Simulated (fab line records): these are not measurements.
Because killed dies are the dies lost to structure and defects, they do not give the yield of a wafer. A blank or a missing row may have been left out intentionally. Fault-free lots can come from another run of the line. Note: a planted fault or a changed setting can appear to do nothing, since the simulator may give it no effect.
Matching of chambers    flow n5Finfet    N5_BEOL_M4_CO_CAP_55 on cvdCo-02 has 3 sister chambers
The step material Co, precursor CCTBA/H2, target thk 2 nm, time 102.1 s. 5 wafers are shown with their chamber, then 7 later ones without.

WAFERS PAIRED WITH THEIR CHAMBERS
wafer   chamber  heaterPowerW (W)  chamberPressureTorr (Torr)
L366.1  2        233               30.00
L366.6  1        199               30.05
L372.1  1        195               30.05
L373.1  0        290               29.96
L373.5  0        289               30.04

WAFERS WITHOUT THEIR CHAMBER
wafer   heaterPowerW (W)  chamberPressureTorr (Torr)
L373.6  194               30.10
L380.1  193               30.13
L380.2  240               29.95
L380.3  299               30.01
L381.1  236               29.96
L381.4  241               29.98
L381.5  296               30.05

WHICH CHAMBER EACH WENT THROUGH
wafer   from the rows above  in truth
L373.6  1                    1
L380.1  1                    1
L380.2  2                    2
L380.3  0                    0
L381.1  2                    2
L381.4  2                    2
L381.5  0                    0
7 of 7 placed correctly. Can't be placed from these rows: 0. Number placed wrongly: 0.
How it was worked out, from the rows above alone: a wafer's distance from a chamber is the root of the sum, over the readings, of the square of ((its reading less the chamber's mean) divided by the reading's scatter). The wafer belongs to the nearest chamber; if the next one is less than 2 further off, it can't be placed. The mean given for a chamber averages the wafers shown for that chamber. The scatter: take each reading less its chamber's mean, square it, sum over the shown wafers, divide by the number of wafers less the number of chambers, and take the root.
